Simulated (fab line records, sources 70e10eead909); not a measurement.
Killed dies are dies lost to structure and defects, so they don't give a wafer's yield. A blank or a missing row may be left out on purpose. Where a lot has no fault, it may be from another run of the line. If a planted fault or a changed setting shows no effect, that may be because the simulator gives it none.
Chamber matching -- flow nandHarc -- NHARC_A_M0_PRE_CLEAN_31 on pecvd-04 has 3 sister chambers
The step time 12 s. 6 wafers are shown with their chamber, then 8 later ones without.

## WAFERS WITH THEIR CHAMBER
wafer,chamber,heaterPowerW (W)
L083.2,1,718
L083.4,2,683
L088.1,0,783
L088.4,1,584
L088.5,0,750
L090.1,2,761

## WAFERS WITH NO CHAMBER GIVEN
wafer,heaterPowerW (W)
L090.5,765
L090.6,833
L095.1,720
L095.2,762
L095.5,589
L097.2,578
L097.3,716
L097.5,704

## WHICH CHAMBER EACH ONE RAN IN
wafer,from the rows above,in truth
L090.5,can't be placed: 0 or 2 or 1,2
L090.6,can't be placed: 0 or 2 or 1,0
L095.1,can't be placed: 2 or 0 or 1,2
L095.2,can't be placed: 0 or 2 or 1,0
L095.5,can't be placed: 1 or 2 or 0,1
L097.2,can't be placed: 1 or 2 or 0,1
L097.3,can't be placed: 2 or 0 or 1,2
L097.5,can't be placed: 2 or 1 or 0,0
Correct placement for 0 of the 8. Can't be placed from these rows: 8 (the true chamber is among the candidates in 8). Wrongly placed: 0.
How it was worked out, from the rows above alone: a wafer's distance from a chamber is the root of the sum, over the readings, of the square of ((its reading less the chamber's mean) divided by the reading's scatter). The wafer belongs to the nearest chamber; if the next one is less than 2 further off, it can't be placed. A chamber's mean is the mean of its shown wafers. How the scatter is found: for the shown wafers, subtract from each reading the mean of its chamber, square and add these, divide the total by (wafers less chambers), then take the root.
